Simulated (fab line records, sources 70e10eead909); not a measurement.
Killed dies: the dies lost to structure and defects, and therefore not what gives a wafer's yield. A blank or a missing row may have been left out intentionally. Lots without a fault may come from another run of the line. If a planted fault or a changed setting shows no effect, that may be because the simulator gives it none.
fab line records	flow nandHarc
[record] lots = 12	wafers = 36	lastDay = 24
route steps=1159 shown A_STAIRCASE@560
lots that met no fault: from a run of the same line without faults
startH: the number of hours between the record's first day and the start of the first shown wafer of the lot	waitH: hours elapsed since this lot's preceding step	" as in the row above	L1.1+2: a row that stands for several wafers	- either no value or no given start	* or withheld: withheld	< > ~ a bound
route shown NAME@n: a module of which the file shows steps, and the number in the route of the first	usual: mean/standard deviation of fault-free wafers	same: alike in all rows	chamber/n: place in a boat	sites: per-site readings	_std_site: the standard deviation of these	_edge_site: outer sites' mean less inner sites'	radiusMm: how far each site lies from the wafer's centre	mask NAME#n: copy n	behind: tool/chamber where the wafer was last shaped	hold: cause of the lot's hold/its duration in hours/its outcome	device: the n, p or np transistor that did not switch	end of line: the tests these same wafers got at the end of their route	for a step that has no rows: nothing shown but its recipe	killed: count of dies lost to structure and defects at first sort (not the wafer's yield)	map: dies across one wafer; x = killed, . = not, _ = none there
set.NAME: the run value of the setting; set.NAME@STEP: its run value at that earlier step	model.NAME: the simulator's own value behind a step, which no gauge read
route steps across a sampled set of lots; one table per step, one row per wafer
services: when a tool's chamber went out of use (startH, in hours from the record's first day, below 0 if earlier), for how many hours, and the reason
[[steps]]
[step NHARC_A_STAIRCASE_ETCH_23]
[recipe] targetDepthA = 1000	timeS = 40.5	ionEnergyEv = 400	c4f8FlowSccm = 20	o2FlowSccm = 10	arFlowSccm = withheld	rfW = 600	biasW = 1000	chemistry = C4F8/O2
[usual] oesProductAu = 0.942/0.013	rfFwdPowerW = 591.5/2.5	rfVppV = 894/5.9
lot.wafer	tool	chamber	startH	waitH	oesProductAu	rfFwdPowerW	rfHoursCounterH	rfVppV
L574.3	rieDiel-13	2	-	-	0.942	593.3	52	899
L574.4	"	0	"	"	0.938	587.6	52	889
L574.1	"	1	"	"	0.932	591.7	50	901
L575.2	rieDiel-03	3	-	-	0.943	589.0	10	895
L575.1	"	0	"	"	0.934	592.7	9	895
L575.6	"	3	"	"	0.949	585.6	-	894
L577.4	rieDiel-13	3	-	-	0.934	591.4	54	886
L577.3	"	0	"	"	0.951	588.7	54	889
L577.1	"	1	"	"	0.943	595.8	52	900
L578.3	rieDiel-13	0	-	-	0.950	590.2	58	890
L578.1	"	1	"	"	0.943	596.5	57	899
L578.4	"	2	"	"	0.925	590.2	58	899
L579.3	rieDiel-01	2	-	-	0.949	593.7	48	892
L579.4	"	3	"	"	0.958	594.6	52	888
L579.6	"	0	"	"	0.938	593.1	-	901
L582.1	rieDiel-01	0	-	-	0.926	591.1	54	899
L582.2	"	2	"	"	0.924	593.1	53	890
L582.6	"	0	"	"	0.930	590.2	-	899
L581.2	rieDiel-13	1	-	-	0.953	591.5	0	899
L581.1	"	0	"	"	0.980	588.2	0	889
L581.5	"	2	"	"	0.922	592.2	-	900
L580.2	rieDiel-01	3	-	-	0.936	592.4	58	887
L580.1	"	0	"	"	0.920	592.9	57	898
L580.6	"	3	"	"	0.952	594.4	-	889
L584.3	rieDiel-01	1	-	-	0.930	589.8	61	892
L584.2	"	2	"	"	0.956	592.6	61	890
L584.1	"	3	"	"	0.942	595.1	63	890
L587.2	rieDiel-01	3	-	-	0.965	595.9	2	887
L587.1	"	1	"	"	0.938	592.5	2	891
L587.5	"	3	"	"	0.961	595.3	-	886
L593.2	rieDiel-03	2	-	-	0.943	590.1	50	886
L593.1	"	3	"	"	0.946	590.0	51	894
L593.6	"	3	"	"	0.946	589.0	-	895
L594.4	rieDiel-13	0	-	-	0.976	587.0	32	889
L594.1	"	3	"	"	0.934	592.8	33	904
L594.6	"	1	"	"	0.936	597.3	-	901
[step NHARC_A_STAIRCASE_ETCH_192]
[recipe] targetDepthA = 1000	timeS = 40.5	ionEnergyEv = 400	c4f8FlowSccm = 20	o2FlowSccm = 10	arFlowSccm = withheld	rfW = 600	biasW = 1000	chemistry = C4F8/O2
[usual] oesProductAu = 0.942/0.012	rfFwdPowerW = 591.7/2.3	rfVppV = 895/5.8
lot.wafer	tool	chamber	startH	waitH	oesProductAu	rfFwdPowerW	rfHoursCounterH	rfVppV
L574.4	rieDiel-03	2	252.39	-	0.954	591.0	10	888
L574.1	"	3	"	"	0.936	588.6	10	894
L574.3	"	0	"	"	0.949	592.3	10	896
L575.2	rieDiel-01	1	253.40	-	0.947	591.5	37	892
L575.1	"	3	"	"	0.959	594.0	42	889
L575.6	"	1	"	"	0.942	589.4	-	894
L577.1	rieDiel-01	2	256.49	-	0.947	590.0	41	890
L577.4	"	3	"	"	0.936	598.1	43	887
L577.3	"	1	"	"	0.927	590.2	38	892
L578.3	rieDiel-01	1	265.91	-	0.940	593.6	45	893
L578.4	"	2	"	"	0.947	592.0	46	891
L578.1	"	0	"	"	0.921	591.9	48	899
L579.4	rieDiel-01	2	277.43	-	0.952	593.9	51	890
L579.3	"	0	"	"	0.942	595.3	52	899
L579.6	"	1	"	"	0.946	593.3	-	892
L582.2	rieDiel-13	2	288.61	-	0.928	591.5	1	899
L582.1	"	1	"	"	0.928	595.3	1	901
L582.6	"	3	"	"	0.921	590.8	-	905
L581.2	rieDiel-13	3	288.92	-	0.928	593.6	2	906
L581.1	"	1	"	"	0.942	591.5	2	900
L581.5	"	2	"	"	0.933	588.2	-	900
L580.2	rieDiel-13	3	292.51	-	0.926	593.0	3	905
L580.1	"	1	"	"	0.945	591.5	3	901
L580.6	"	3	"	"	0.915	590.1	-	905
L584.3	rieDiel-03	0	315.12	-	0.946	592.6	32	895
L584.1	"	1	"	"	0.957	597.0	31	885
L584.2	"	3	"	"	0.959	592.3	34	896
L587.2	rieDiel-03	3	336.75	-	0.845	493.7	46	895
L587.1	"	0	"	"	0.850	498.4	43	893
L587.5	"	0	"	"	0.856	499.2	-	894
L593.2	rieDiel-03	0	355.35	-	0.853	494.8	50	896
L593.1	"	2	"	"	0.854	493.3	51	885
L593.6	"	0	"	"	0.849	497.4	-	895
L594.1	rieDiel-01	1	367.23	-	0.949	591.6	16	892
L594.4	"	2	"	"	0.938	590.6	15	889
L594.6	"	1	"	"	0.953	591.6	-	891
[step NHARC_A_STAIRCASE_ETCH_199]
[recipe] targetDepthA = 1000	timeS = 40.5	ionEnergyEv = 400	c4f8FlowSccm = 20	o2FlowSccm = 10	arFlowSccm = withheld	rfW = 600	biasW = 1000	chemistry = C4F8/O2
[usual] oesProductAu = 0.942/0.012	rfFwdPowerW = 592.1/2.4	rfVppV = 894/5.7
lot.wafer	tool	chamber	startH	waitH	oesProductAu	rfFwdPowerW	rfHoursCounterH	rfVppV
L574.1	rieDiel-03	1	-	-	0.943	593.3	9	886
L574.3	"	2	"	"	0.943	591.9	10	886
L574.4	"	0	"	"	0.954	590.3	10	897
L575.1	rieDiel-01	0	-	-	0.939	593.6	39	899
L575.2	"	1	"	"	0.929	592.4	38	894
L575.6	"	2	"	"	0.940	592.1	-	891
L577.4	rieDiel-03	0	-	-	0.931	592.8	12	895
L577.3	"	1	"	"	0.933	593.0	12	887
L577.1	"	3	"	"	0.928	594.1	13	895
L578.4	rieDiel-01	0	-	-	0.943	593.4	48	900
L578.1	"	1	"	"	0.929	589.2	46	893
L578.3	"	2	"	"	0.937	590.5	46	891
L579.3	rieDiel-01	0	-	-	0.945	594.5	53	898
L579.4	"	3	"	"	0.968	595.9	54	889
L579.6	"	0	"	"	0.943	592.8	-	901
L582.1	rieDiel-13	3	-	-	0.916	590.4	2	904
L582.2	"	2	"	"	0.931	593.5	2	900
L582.6	"	3	"	"	0.915	590.7	-	904
L581.2	rieDiel-01	1	-	-	0.916	588.3	54	891
L581.1	"	2	"	"	0.947	595.1	55	891
L581.5	"	0	"	"	0.915	593.7	-	899
L580.1	rieDiel-03	3	-	-	0.951	593.0	27	895
L580.2	"	0	"	"	0.972	592.5	25	894
L580.6	"	1	"	"	0.971	593.5	-	888
L584.2	rieDiel-13	0	-	-	0.962	588.7	12	890
L584.3	"	1	"	"	0.939	595.3	12	899
L584.1	"	2	"	"	0.933	589.4	11	899
L587.2	rieDiel-13	2	-	-	0.924	593.0	20	899
L587.1	"	3	"	"	0.926	592.2	20	906
L587.5	"	1	"	"	0.937	587.7	-	901
L593.1	rieDiel-03	3	-	-	0.958	587.7	53	894
L593.2	"	0	"	"	0.945	595.2	51	895
L593.6	"	2	"	"	0.938	592.4	-	887
L594.4	rieDiel-13	0	-	-	0.967	590.4	33	888
L594.1	"	3	"	"	0.949	590.4	34	906
L594.6	"	1	"	"	0.948	591.8	-	898
[step NHARC_A_STAIRCASE_ETCH_203]
[recipe] targetDepthA = 1000	timeS = 40.5	ionEnergyEv = 400	c4f8FlowSccm = 20	o2FlowSccm = 10	arFlowSccm = withheld	rfW = 600	biasW = 1000	chemistry = C4F8/O2
[usual] oesProductAu = 0.941/0.011	rfFwdPowerW = 592.1/2.6	rfVppV = 894/6
lot.wafer	tool	chamber	startH	waitH	oesProductAu	rfFwdPowerW	rfHoursCounterH	rfVppV
L574.4	rieDiel-03	1	-	-	0.929	591.8	10	887
L574.3	"	3	"	"	0.952	589.7	11	895
L574.1	"	0	"	"	0.954	593.3	10	895
L575.2	rieDiel-01	3	-	-	0.951	594.7	42	887
L575.1	"	0	"	"	0.922	593.7	40	900
L575.6	"	3	"	"	0.949	593.2	-	888
L577.3	rieDiel-03	3	-	-	0.938	591.1	13	895
L577.1	"	0	"	"	0.944	594.0	13	895
L577.4	"	1	"	"	0.960	594.8	12	885
L578.3	rieDiel-01	1	-	-	0.939	589.9	46	891
L578.4	"	2	"	"	0.942	592.8	46	890
L578.1	"	3	"	"	0.944	595.6	50	887
L579.4	rieDiel-01	0	-	-	0.935	594.4	53	900
L579.3	"	3	"	"	0.945	593.1	54	889
L579.6	"	0	"	"	0.937	594.5	-	898
L582.2	rieDiel-13	3	-	-	0.918	594.2	2	904
L582.1	"	0	"	"	0.958	589.0	2	889
L582.6	"	2	"	"	0.941	590.9	-	898
L581.2	rieDiel-01	2	-	-	0.955	592.9	55	890
L581.1	"	3	"	"	0.948	595.1	59	888
L581.5	"	2	"	"	0.947	588.8	-	892
L580.2	rieDiel-03	1	-	-	0.942	591.4	23	887
L580.1	"	2	"	"	0.947	594.6	25	888
L580.6	"	1	"	"	0.948	593.6	-	887
L584.2	rieDiel-13	1	-	-	0.934	590.8	13	900
L584.1	"	3	"	"	0.922	594.1	11	906
L584.3	"	0	"	"	0.964	588.6	13	890
L587.1	rieDiel-13	3	-	-	0.930	594.8	21	905
L587.2	"	0	"	"	0.956	587.4	22	888
L587.5	"	3	"	"	0.927	590.0	-	905
L593.2	rieDiel-03	0	-	-	0.937	594.2	51	895
L593.1	"	3	"	"	0.946	589.0	53	894
L593.6	"	2	"	"	0.934	593.1	-	888
L594.4	rieDiel-13	0	-	-	0.957	593.9	33	888
L594.1	"	1	"	"	0.950	592.8	33	900
L594.6	"	2	"	"	0.953	588.5	-	898
[[services]]
tool	chamber	startH	hours	kind
rieDiel-01	0	244.88	-	clean
rieDiel-01	1	244.88	-	clean
rieDiel-01	2	244.88	-	clean
rieDiel-01	3	244.88	-	clean
rieDiel-13	-	264.36	2.3	repair
rieDiel-01	0	269.44	-	clean
rieDiel-01	1	269.44	-	clean
rieDiel-01	2	269.44	-	clean
rieDiel-01	3	269.44	-	clean
rieDiel-13	-	276.05	9.0	pm
rieDiel-01	0	293.99	-	clean
rieDiel-01	1	293.99	-	clean
rieDiel-01	2	293.99	-	clean
rieDiel-01	3	293.99	-	clean
rieDiel-01	-	314.85	9.0	pm
rieDiel-01	0	314.85	9.0	ventCycle
rieDiel-01	1	314.85	9.0	ventCycle
rieDiel-01	2	314.85	9.0	ventCycle
rieDiel-01	3	314.85	9.0	ventCycle
rieDiel-01	0	323.85	-	clean
rieDiel-01	0	323.85	-	consumableReplace:focusRing
rieDiel-01	1	323.85	-	clean
rieDiel-01	0	337.73	3.3	repair
rieDiel-03	2	343.78	5.5	repair
[[key]]
[firstSign] step = NHARC_A_STAIRCASE_ETCH_192	reading = rfFwdPowerW	direction = down	sigmas = 42	usual = *	struck = *
[effect] step = NHARC_A_STAIRCASE_ETCH_192	reading = oesProductAu	direction = down	sigmas = 7.4	usual = 0.942	struck = 0.851
metAt NHARC_A_STAIRCASE_ETCH_192
struckLots L587,L593
testerLeftOut L587,L593
notActingAt NHARC_A_STAIRCASE_ETCH_23,NHARC_A_STAIRCASE_ETCH_199,NHARC_A_STAIRCASE_ETCH_203
onsetBetween 315.12 336.75
[fault] kind = processParameterDrift	tool = rieDiel-03	chamber = -	onsetH = 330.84	steps = NHARC_A_STAIRCASE_ETCH_192	channel = rfW	offset = *	shape = step	endH = 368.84	actsIn = *	stated = *
// testerLeftOut: of these lots the tester's yield and bins aren't shown, on N5 and GAA mostly nor the transistor test; their killed dies are dies lost to structure and defects alone, not to doping, threshold or leakage, so they don't give the yield
